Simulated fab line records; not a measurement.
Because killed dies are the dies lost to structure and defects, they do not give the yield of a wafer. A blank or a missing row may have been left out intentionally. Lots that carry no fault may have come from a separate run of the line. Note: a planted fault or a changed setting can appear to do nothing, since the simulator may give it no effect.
Code-filled problem report in 8D (eight disciplines) form    flow n5_finfet    the parts of the form that need people (team, actions taken, sign-off) are left out

== 1. PROBLEM STATEMENT ==
At N5_BEOL_M3_ETCH_77, etch_rf_on_time_s averages 3.57 s over 12 wafers from 4 lots, while fault-free wafers read 5.18 s, standard deviation 0.12. That puts it -13 standard deviations away from the usual mean.
The step: etches underlayer in N2/H2, target depth 6.5 nm, time 5.2 s.
First observed at day 11 17:37: wafer L225.1, on rie_diel-06. Wafers with a number at this step in the record: 27, from 9 lots. By rule, "out" or "out of limits" means more than 4 standard deviations away from the usual mean. The rest of the wafers with a number are treated as sound.

== 2. WHAT IT IS, WHAT IT ISN'T ==
question                     is                      is not
which readings at this step  etch_rf_on_time_s       chamber_pressure_mTorr, drypump_motor_current_A, rf_vpp_V, showerhead_plenum_p_Torr, throttle_valve_pct
which lots                   L225, L226, L228, L229  L218, L221, L230, L231, L234
which wafers of those lots   all that have a number  -
read on which tools          rie_diel-06             rie_diel-05
when                         from day 11 17:37       up to then (6 sound wafers); but 9 sound wafers of L230, L231, L234 came after

== 3. SUSPECTS, AND WHAT RULES EACH OUT ==
Counting: any tool at a process step up to the reading is kept as a suspect provided that every lot that is out went through it and no sound lot did after the first of them.
- rie_diel-06 at N5_BEOL_M3_ETCH_77 (etches underlayer in N2/H2, target depth 6.5 nm, time 5.2 s): kept. It processed each lot that is out, first L225 at day 11 17:37, and no sound lot thereafter; up to then, the last sound lot it processed was L221 at day 10 12:17. Its own readings are out on those wafers: etch_rf_on_time_s.
Left after counting: rie_diel-06 at N5_BEOL_M3_ETCH_77.

== 4. THE CAUSE (what the simulator had put in) ==
Process parameters drifting: rie_diel-06 at N5_BEOL_M3_ETCH_77, beginning at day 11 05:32. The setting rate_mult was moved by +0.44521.
Only this tool survived the counting.

== 5. THE EFFECT CHAIN, in route order ==
Each row: a reading where the mean over the struck wafers with a number is more than 3 standard deviations away from the usual. Only readings for which the record gives a usual standard deviation are gone through. hours: the time from each lot's start at the first step in this table that gives one to its start at this step, as a median over the lots. sigmas: the change in usual standard deviations.
hours  step                reading            usual   on struck wafers  change  sigmas
0      N5_BEOL_M3_ETCH_77  etch_rf_on_time_s  5.18 s  3.57              -1.61   -13
The process steps in it:
- N5_BEOL_M3_ETCH_77: etches underlayer in N2/H2, target depth 6.5 nm, time 5.2 s.
At these later measuring or inspecting steps, every struck wafer for which the step has a row has a number for every such reading, and none has moved that far: N5_BEOL_M4_RC_MEAS_101.

== 6. WHAT WOULD HAVE CAUGHT IT SOONER ==
The fault began at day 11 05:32; the first out-of-limits reading in this record came at day 11 17:37, 12 hours later.
